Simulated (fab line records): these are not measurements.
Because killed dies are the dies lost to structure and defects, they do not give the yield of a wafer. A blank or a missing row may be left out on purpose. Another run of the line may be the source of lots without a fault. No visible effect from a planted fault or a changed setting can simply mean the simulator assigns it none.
Chamber matching ; flow nand-harc ; NHARC_P_CONTACT_STRIP_28 on rie-diel-06: 4 sister chambers
The step strips in O2. 4 wafers are shown with their chamber, then 8 later ones without.

WAFERS, EACH WITH ITS CHAMBER
wafer;chamber;showerhead-plenum-p-Torr (Torr)
L389.5;0;3.30
L391.2;1;3.78
L391.4;3;3.76
L404.1;2;3.52

WAFERS WHOSE CHAMBER IS MISSING
wafer;showerhead-plenum-p-Torr (Torr)
L404.2;3.30
L404.5;3.77
L406.1;3.52
L406.2;3.77
L406.6;3.52
L408.3;3.29
L408.4;3.75
L408.6;3.29

CHAMBER TAKEN BY EACH
wafer;from the rows above;in truth
L404.2;0;0
L404.5;can't be placed: 1 or 3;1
L406.1;2;2
L406.2;can't be placed: 1 or 3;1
L406.6;2;2
L408.3;0;0
L408.4;3;3
L408.6;0;0
Correct placement for 6 of the 8. Unplaceable from these rows: 2, with the true chamber sitting among the candidates in 2. Placed wrongly: 0.
How it was worked out, from the rows above alone: a wafer's distance from a chamber is the root of the sum, over the readings, of the square of ((its reading less the chamber's mean) divided by the reading's scatter). The wafer belongs to the nearest chamber; if the next one is less than 2 further off, it can't be placed. The mean given for a chamber averages the wafers shown for that chamber. The scatter: root of mean squared gap, hidden wafer to nearest shown wafer, with one shown wafer a chamber.
